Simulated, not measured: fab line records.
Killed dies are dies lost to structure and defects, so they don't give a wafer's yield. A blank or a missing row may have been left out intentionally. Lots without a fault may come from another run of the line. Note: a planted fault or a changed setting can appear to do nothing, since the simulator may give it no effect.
fab line records	flow n5_finfet
record: lots: 4	wafers: 12	last_day: 18
route steps=1938 shown BEOL_M3@947 BEOL_M4@1111 PASSIVATION@1936
lots that met no fault: taken from a fault-free run of the same line
start_h: the number of hours between the record's first day and the start of the first shown wafer of the lot	wait_h: time in hours since the lot's previous step	" unchanged from the row above	L1.1+2: one row covering several wafers at once	- no value, or no start was given	* or withheld: withheld	< > ~ a bound
route shown NAME@n: NAME is a module with steps in the file, n the number in the route of the first one	usual: mean/standard deviation taken from wafers without a fault	same: alike in all rows	chamber/n: place in a boat	sites: per-site readings	_std_site: standard deviation across them	_edge_site: inner sites' mean taken away from outer sites' mean	radius_mm: how far each site lies from the wafer's centre	mask NAME#n: copy n	behind: the tool/chamber that last shaped the wafer	hold: cause of the lot's hold/its duration in hours/its outcome	device: the n, p or np transistor that did not switch	end of line: tests run on the same wafers once the route is complete	a step given without rows: its recipe and nothing more	killed: dies that structure and defects cost at the first sort, which is not the same as the wafer's yield	map: shows each die of a wafer: x if killed, . if not, _ if none is there
set.NAME: the setting that was run; set.NAME@STEP: the one run at that earlier step	model.NAME: the simulator's own value behind a step, which no gauge read
lots at selected steps of the route; one table per step, one row per wafer
services: from which hour (start_h, from the record's first day; less than 0 if before it) a tool's chamber was out of use, for how many hours, and why
== steps ==
step: N5_BEOL_M3_DESCUM_16
recipe: chemistry: O2	time_s: 7	source_power_w: 50	bias_power_w: 20	pressure_mtorr: 20	rf_frequency_hz: 2.712e+07	temp_c: 40	resist: CAR-EUV	o2_flow_sccm: 225
step: N5_BEOL_M3_ETCH_74
recipe: chemistry: N2/H2	target: underlayer	target_depth_a: 65	mask_material: CAR-EUV	time_s: 5.2	ion_energy_ev: 200	pressure_mtorr: 30	source_w: 840	bias_w: 150	n2_flow_sccm: 200	h2_flow_sccm: 200	ends: cleared
step: N5_BEOL_M3_ETCH_63
recipe: chemistry: CF4	target: SiARC	target_depth_a: 156	mask_material: CAR-EUV	time_s: 26	ion_energy_ev: 80	pressure_mtorr: 40	source_w: 545	bias_w: 36	Ar_flow_sccm: 100	cf4_flow_sccm: 100	ends: cleared
step: N5_BEOL_M3_ETCH_64
recipe: chemistry: N2/H2	target: SOC	target_depth_a: 750	overetch_a: 150	mask_material: SiARC	temp_c: 40	time_s: 112.5	ion_energy_ev: 200	pressure_mtorr: 30	source_w: 840	bias_w: 150	n2_flow_sccm: 200	h2_flow_sccm: 200
step: N5_BEOL_M3_STRIP_65
recipe: chemistry: N2/H2	temp_c: 40	n2_flow_sccm: 200	h2_flow_sccm: 200	rf_frequency_hz: 6e+07
step: N5_BEOL_M3_STRIP_75
recipe: chemistry: N2/H2	temp_c: 40	n2_flow_sccm: 200	h2_flow_sccm: 200	rf_frequency_hz: 6e+07
step: N5_BEOL_M3_STRIP_66
recipe: chemistry: CF4	resist: SiARC	power_w: 300	bias_power_w: 75	pressure_mtorr: 50	cf4_flow_sccm: 150	rf_frequency_hz: 6e+07
step: N5_BEOL_M3_HM_OPEN_17
recipe: chemistry: Cl2/BCl3	target_depth_a: 200	overetch_a: 60	target: TiN	mask_material: SOC	ion_energy_ev: 150	pressure_mtorr: 10	icp_w: 1000	bias_w: 126	Cl2_flow_sccm: 53.25	bcl3_flow_sccm: 21.75	Ar_flow_sccm: 25
step: N5_BEOL_M3_STRIP_19
recipe: chemistry: O2	power_w: 400	temp_c: 40	pressure_mtorr: 30	rf_frequency_hz: 6e+07	bias_power_w: 0	overash_fraction: 0.2	o2_flow_sccm: 225
step: N5_BEOL_M3_COAT_67
recipe: resist: SOC	temp_c: 250	time_s: 60	spin_rpm: 1500	resist_thk_nm: 60
step: N5_BEOL_M3_COAT_68
recipe: resist: SiARC	temp_c: 220	time_s: 60	spin_rpm: 1500	resist_thk_nm: 12
usual: spin_speed_rpm: 1500.1/1
lot.wafer	tool	chamber	start_h	wait_h	spin_speed_rpm	model.SiARC_of_BEOL_M3_COAT_68.thk_nm
L991.1	litho_track-02	0	152.42	-	1500.9	12
L991.4	"	0	"	"	1499.6	12
L991.6	"	0	"	"	1498.7	12
L111.2	litho_track-02	0	285.53	-	1770.2	11
L111.4	"	0	"	"	1769.2	11
L111.6	"	0	"	"	1769.7	11
L112.1	litho_track-02	0	287.01	-	1771.5	11
L112.2	"	0	"	"	1770.7	11
L112.3	"	0	"	"	1768.3	11
L113.1	litho_track-04	0	290.68	-	1500.1	12
L113.2	"	0	"	"	1499.7	12
L113.4	"	0	"	"	1499.2	12
step: N5_BEOL_M3_COAT_76
recipe: resist: underlayer	temp_c: 205	time_s: 60	spin_rpm: 1500	resist_thk_nm: 5
step: N5_BEOL_M3_COAT_22
recipe: resist: CAR-EUV	spin_rpm: 1500	resist_thk_nm: 30
step: N5_BEOL_M3_EBR_24
recipe: solvent: PGMEA	ebr_width_mm: 1.5
step: N5_BEOL_M3_SOFTBAKE_23
recipe: temp_c: 110	time_s: 60	resist: CAR-EUV
step: N5_BEOL_M3_EXPOSE_25
recipe: mask_id: V2	na: 0.33	source_shape: quasar	sigma_inner: 0.2	sigma_outer: 0.8	polarization: unpolarized	defocus_nm: 5	dose_mj: 63
step: N5_BEOL_M3_PEB_26
recipe: peb_temp_c: 100	peb_time_s: 60	resist: CAR-EUV
step: N5_BEOL_M3_DEVELOP_27
recipe: develop_time_s: 30	developer: TMAH	resist: CAR-EUV	rinse_liquid: surfactant_rinse	dry: air_spin	dev_temp_c: 23
step: N5_BEOL_M3_DESCUM_33
recipe: chemistry: O2	time_s: 7	source_power_w: 50	bias_power_w: 20	pressure_mtorr: 20	rf_frequency_hz: 2.712e+07	temp_c: 40	resist: CAR-EUV	o2_flow_sccm: 225
step: N5_BEOL_M3_ETCH_77
recipe: chemistry: N2/H2	target: underlayer	target_depth_a: 65	mask_material: CAR-EUV	time_s: 5.2	ion_energy_ev: 200	pressure_mtorr: 30	source_w: 840	bias_w: 150	n2_flow_sccm: 200	h2_flow_sccm: 200	ends: cleared
step: N5_BEOL_M3_ETCH_69
recipe: chemistry: CF4	target: SiARC	target_depth_a: 156	mask_material: CAR-EUV	time_s: 26	ion_energy_ev: 80	pressure_mtorr: 40	source_w: 545	bias_w: 36	Ar_flow_sccm: 100	cf4_flow_sccm: 100	ends: cleared
usual: drypump_motor_current_A: 5.8/0.31	etch_rf_on_time_s: 25.8/0.99	oes_product_au: 0.68/0.073	rf_vpp_V: 183.6/1.1	showerhead_plenum_p_Torr: 2.11/0.071	throttle_valve_pct: 15.66/0.19
lot.wafer	tool	chamber	start_h	wait_h	drypump_motor_current_A	etch_rf_on_time_s	oes_product_au	rf_hours_counter_h	rf_vpp_V	showerhead_plenum_p_Torr	throttle_valve_pct	model.etch.depth_nm
L991.1	rie_diel-03	1	152.88	0.0	5.9	24.7	0.69	133	183.8	2.16	15.68	12.03
L991.4	"	3	"	"	5.7	26.3	0.65	163	182.4	2.06	15.87	12.04
L991.6	"	1	"	"	6.0	24.7	0.69	-	184.7	2.16	15.67	12.04
L111.2	rie_diel-06	0	285.99	0.0	5.6	24.5	0.71	70	183.0	2.08	15.36	11.03
L111.4	"	3	"	"	5.9	22.8	0.65	166	183.0	2.04	15.57	11.03
L111.6	"	0	"	"	5.5	24.5	0.70	-	183.8	2.08	15.34	11.01
L112.1	rie_diel-03	2	287.59	0.0	6.0	23.1	0.58	235	181.4	2.04	15.71	11.03
L112.2	"	0	"	"	6.4	24.3	0.73	44	184.0	2.08	15.41	11.01
L112.3	"	3	"	"	5.7	24.2	0.63	202	183.6	2.05	15.96	11.08
L113.1	rie_diel-03	2	291.92	0.0	6.0	25.2	0.58	237	182.9	2.04	15.71	12.01
L113.2	"	3	"	"	5.7	26.2	0.63	204	183.1	2.05	15.97	12.01
L113.4	"	1	"	"	6.0	24.5	0.65	176	183.8	2.14	15.77	11.98
step: N5_BEOL_M3_ALD_98
recipe: material: SiO2	target_thk_a: 25	temp_c: 100	ald_precursor_family: BDEAS	ald_co_reactant: O2-plasma	pulse_time_s: 1	co_reactant_pulse_time_s: 1	purge_time_s: 2	co_reactant_purge_time_s: 2	ald_cycles: 17	pressure_torr: 2
step: N5_BEOL_M3_ETCHBACK_99
recipe: chemistry: CHF3	target: SiO2	target_depth_a: 50	time_s: 10.4	source_w: 215	bias_w: 47	Ar_flow_sccm: 200	CHF3_flow_sccm: 12	ion_energy_ev: 100	pressure_mtorr: 30
step: N5_BEOL_M3_ETCH_70
recipe: chemistry: N2/H2	target: SOC	target_depth_a: 800	overetch_a: 160	mask_material: SiARC	temp_c: 40	time_s: 120	ion_energy_ev: 200	pressure_mtorr: 30	source_w: 840	bias_w: 150	n2_flow_sccm: 200	h2_flow_sccm: 200
usual: drypump_motor_current_A: 5.77/0.3	oes_product_au: 0.61/0.063	rf_vpp_V: 522.7/2.6	showerhead_plenum_p_Torr: 2.50/0.091	temp_c: 40.00/0.11	throttle_valve_pct: 17.86/0.2
lot.wafer	tool	chamber	start_h	wait_h	drypump_motor_current_A	oes_product_au	rf_hours_counter_h	rf_vpp_V	showerhead_plenum_p_Torr	temp_c	throttle_valve_pct	model.SiARC_of_BEOL_M3_COAT_68.thk_nm
L991.1	rie_diel-05	0	159.82	0.0	5.51	0.75	7	524.7	2.62	39.99	18.08	6.2
L991.4	"	3	"	"	5.95	0.65	61	526.8	2.60	39.98	18.11	6.6
L991.6	"	1	"	"	5.77	0.58	-	528.6	2.65	40.04	17.76	6.2
L111.2	rie_diel-05	2	289.08	0.0	5.33	0.54	225	522.2	2.48	39.94	17.69	6
L111.4	"	1	"	"	5.78	0.56	192	525.5	2.64	40.03	17.83	5
L111.6	"	3	"	"	5.95	0.61	-	523.9	2.59	39.90	18.17	5.6
L112.1	rie_diel-05	3	294.30	0.0	6.00	0.61	100	524.9	2.59	39.92	18.17	5.6
L112.2	"	0	"	"	5.49	0.68	48	525.2	2.60	39.92	18.15	5.2
L112.3	"	2	"	"	5.35	0.54	227	522.0	2.48	40.13	17.70	6
L113.1	rie_diel-06	1	294.48	0.0	5.64	0.55	205	519.3	2.43	39.94	18.01	6.6
L113.2	"	0	"	"	5.57	0.64	73	521.7	2.47	39.78	17.71	6.4
L113.4	"	2	"	"	5.34	0.70	23	529.8	2.74	40.01	17.86	6
step: N5_BEOL_M3_STRIP_71
recipe: chemistry: N2/H2	temp_c: 40	n2_flow_sccm: 200	h2_flow_sccm: 200	rf_frequency_hz: 6e+07
step: N5_BEOL_M4_RC_MEAS_101
usual: DIBL_N: 35.8/2.2	DIBL_P: 35.3/2.7	IOFF_N: 0.16/0.043	IOFF_P: 0.21/0.043	ION_N: 676/15	ION_P: 463/9.1	SS_N: 71.4/0.77	SS_P: 73.0/0.79	VT_N: 250/4	VT_P: -249.8/2.8
lot.wafer	tool	chamber	start_h	wait_h	DIBL_N[mV/V]	DIBL_P[mV/V]	IOFF_N[nA/um]	IOFF_P[nA/um]	ION_N[uA/um]	ION_P[uA/um]	SS_N[mV/dec]	SS_P[mV/dec]	VT_N[mV]	VT_P[mV]
L991.1	prober-02	0	176.03	0.0	34.2	34.0	0.12	0.18	659	453	70.3	72.1	252	-249.1
L991.4	"	0	"	"	36.6	35.7	0.16	0.20	664	456	71.1	72.4	249	-248.7
L991.6	"	0	"	"	34.3	35.1	0.13	0.19	683	474	69.8	72.5	248	-248.9
L112.1	prober-02	0	309.59	0.0	36.3	35.4	0.18	0.20	679	457	71.3	72.6	247	-252.6
L112.2	"	0	"	"	36.7	36.1	0.18	0.21	680	462	71.8	72.7	248	-250.3
L112.3	"	0	"	"	35.8	34.2	0.15	0.18	686	457	71.9	72.3	254	-252.3
L111.2	prober-01	0	310.02	0.2	37.7	35.2	0.16	0.22	687	470	71.2	71.9	248	-249.2
L111.4	"	0	"	"	33.1	29.0	0.09	0.14	650	458	70.6	71.4	258	-251.8
L111.6	"	0	"	"	33.7	30.5	0.10	0.16	663	465	70.1	71.8	256	-249.7
L113.1	prober-01	0	314.37	0.0	35.4	33.4	0.14	0.20	679	467	71.3	72.6	249	-249.0
L113.2	"	0	"	"	37.6	35.1	0.19	0.23	694	465	71.8	73.4	246	-247.3
L113.4	"	0	"	"	36.2	32.8	0.15	0.18	678	464	70.8	73.1	251	-250.0
step: N5_PASSIVATION_PROBE_49
usual: defect_limited_yield: 91.1/1.4	killed_at_M0_to_M3: 34/11	killed_at_M4_up: 14/5.6	killed_at_contacts: 13/5.9	killed_at_front_end: 40/11	killed_at_other: 4/3.1	killed_dies: 105/16	killed_on_rim: 14/4.2	killed_open: 68/11	killed_short: 34/8.4	sort_bin_5_function: 5.2/0.86	sort_bin_6_memory: 3.2/0.7	sort_bin_8_speed: 0.1/1.1	sort_n_pass: 1074/21	sort_yield_pct: 91.0/1.8
same: gross_dies: 1180	killed_at_back_side: 0	sort_bin_4_leakage[%]: 0
lot.wafer	tool	chamber	start_h	wait_h	defect_limited_yield[%]	killed_at_M0_to_M3	killed_at_M4_up	killed_at_contacts	killed_at_front_end	killed_at_other	killed_dies	killed_on_rim	killed_open	killed_short	sort_bin_5_function[%]	sort_bin_6_memory[%]	sort_bin_8_speed[%]	sort_n_pass	sort_yield_pct[%]
L991.1	prober-01	-	285.99	0.0	93.2	18	9	17	29	7	80	18	58	22	4.0	2.5	0.1	1099	93.1
L991.4	prober-01	-	286.14	0.2	92.4	35	8	9	34	4	90	12	63	26	5.1	2.5	0	1090	92.4
L991.6	prober-01	-	286.24	0.3	90.6	38	11	18	40	4	111	12	73	35	5.3	3.9	0	1069	90.6
L111.2	prober-02	-	429.68	1.3	89.9	28	15	24	52	0	119	24	76	38	5.9	3.5	0	1061	89.9
L111.4	prober-02	-	429.78	1.4	91.9	25	7	16	47	1	96	14	64	32	5.1	2.9	0	1084	91.9
L111.6	prober-02	-	429.88	1.5	93.5	14	16	5	42	0	77	7	50	24	4.2	2.2	0	1103	93.5
L112.1	prober-02	-	429.93	1.4	89.9	29	15	19	53	3	119	20	79	32	5.0	4.2	0	1061	89.9
L112.2	prober-02	-	429.98	1.5	92.5	28	18	15	26	1	88	10	63	23	5.1	1.9	0	1092	92.5
L112.3	prober-02	-	430.03	1.5	92.3	29	26	9	21	6	91	8	60	29	4.5	3.1	0	1089	92.3
killed by level:class
L991.1 MOL_CONTACT_COAG:geometric_particle:open=11 MOL_CONTACT_COAG:geometric_particle:short=6 STARTING-WAFER:geometric_particle:open=6 BEOL_M3:geometric_particle:open=5 FIN_SAQP:geometric_particle:open=4 DUMMY_GATE:geometric_particle:open=4 BEOL_M0_SAQP:geometric_particle:short=4 FIN_SAQP:geometric_particle:short=3
L991.4 BEOL_M0_SAQP:geometric_particle:open=14 STI_FIN_REVEAL:geometric_particle:open=12 MOL_CONTACT_COAG:geometric_particle:open=8 BEOL_M0_SAQP:geometric_particle:short=8 BEOL_M2:geometric_particle:open=8 FIN_SAQP:geometric_particle:short=5 FIN_SAQP:geometric_particle:open=4 BEOL_M1:geometric_particle:short=3
L991.6 BEOL_M2:geometric_particle:open=11 MOL_CONTACT_COAG:geometric_particle:open=10 FIN_SAQP:geometric_particle:short=9 MOL_CONTACT_COAG:geometric_particle:short=8 FIN_SAQP:geometric_particle:open=7 STI_FIN_REVEAL:geometric_particle:open=7 BEOL_M3:geometric_particle:open=7 BEOL_M0_SAQP:geometric_particle:short=6
L111.2 MOL_CONTACT_COAG:geometric_particle:open=18 FIN_SAQP:geometric_particle:open=12 BEOL_M1:geometric_particle:open=8 GATE_CUT:geometric_particle:short=7 FIN_SAQP:geometric_particle:short=6 DUMMY_GATE:geometric_particle:open=6 MOL_CONTACT_COAG:geometric_particle:short=6 BEOL_M2:geometric_particle:open=6
L111.4 MOL_CONTACT_COAG:geometric_particle:open=14 FIN_SAQP:geometric_particle:open=9 BEOL_M0_SAQP:geometric_particle:short=7 FIN_SAQP:geometric_particle:short=6 BEOL_M2:geometric_particle:open=6 STI_FIN_REVEAL:geometric_particle:open=5 DUMMY_GATE:geometric_particle:open=4 SPACER0:geometric_particle:open=4
L111.6 FIN_SAQP:geometric_particle:open=12 FIN_SAQP:geometric_particle:short=7 BEOL_M3:geometric_particle:open=6 DUMMY_GATE:geometric_particle:open=5 BEOL_M4:geometric_particle:open=5 BEOL_M4:geometric_particle:short=5 STI_FIN_REVEAL:geometric_particle:open=4 GATE_CUT:geometric_particle:open=4
L112.1 MOL_CONTACT_COAG:geometric_particle:open=16 FIN_SAQP:geometric_particle:open=15 STI_FIN_REVEAL:geometric_particle:open=11 BEOL_M4:geometric_particle:open=8 BEOL_M0_SAQP:geometric_particle:short=7 HKMG_FIN:area_etch=7 BEOL_M0_SAQP:geometric_particle:open=6 FIN_SAQP:geometric_particle:short=5
L112.2 MOL_CONTACT_COAG:geometric_particle:open=11 BEOL_M0_SAQP:geometric_particle:short=11 BEOL_M4:geometric_particle:open=8 FIN_SAQP:geometric_particle:open=5 STARTING-WAFER:geometric_particle:open=5 STI_FIN_REVEAL:geometric_particle:open=4 MOL_CONTACT_COAG:geometric_particle:short=4 BEOL_M1:geometric_particle:open=4
L112.3 MOL_CONTACT_COAG:geometric_particle:open=9 BEOL_M0_SAQP:geometric_particle:open=8 BEOL_M4:geometric_particle:open=8 BEOL_M0_SAQP:geometric_particle:short=7 BEOL_M4:geometric_particle:short=5 ILD0:geometric_particle:short=4 BEOL_M5:geometric_particle:open=4 BEOL_M3:geometric_particle:open=4
== services ==
tool	chamber	start_h	hours	kind
litho_track-04	-	144.97	-	consumable_replace:filter
rie_diel-03	1	154.43	5.8	repair
rie_diel-06	3	165.87	11.5	repair
rie_diel-06	2	182.28	6.3	repair
rie_diel-06	2	188.79	-	clean
rie_diel-06	2	188.79	-	consumable_replace:focus_ring
rie_diel-06	2	188.79	-	consumable_replace:showerhead
rie_diel-06	2	188.79	20.9	scheduled_down
rie_diel-06	2	188.79	20.9	vent_cycle
rie_diel-03	3	204.13	13.8	repair
rie_diel-06	-	216.83	4.3	pm
rie_diel-05	3	228.51	2.4	repair
rie_diel-06	2	235.86	5.7	repair
rie_diel-05	-	249.68	4.3	pm
litho_track-04	-	287.22	-	consumable_replace:filter
rie_diel-05	-	290.91	0.9	repair
== key ==
first_sign: step: N5_BEOL_M3_COAT_68	reading: spin_speed_rpm	direction: up	sigmas: 99+	usual: *	struck: *
effect none on later readings
model_effect: step: N5_BEOL_M3_COAT_68	value: SiARC_of_BEOL_M3_COAT_68.thk_nm	without: 12	struck: 11
model_effect: step: N5_BEOL_M3_ETCH_69	value: etch.depth_nm	without: 11.98	struck: 11.03
model_effect: step: N5_BEOL_M3_ETCH_70	value: SiARC_of_BEOL_M3_COAT_68.thk_nm	without: 6.5	struck: 5.567
met_at N5_BEOL_M3_COAT_68
struck_wafers L111.2,L111.4,L111.6,L112.1,L112.2,L112.3
onset_between 152.42 285.53
fault: kind: process_parameter_drift	tool: litho_track-02	chamber: -	onset_h: 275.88	steps: N5_BEOL_M3_COAT_68	channel: spin_rpm	offset: *	shape: step	end_h: 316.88	acts_in: *	stated: *
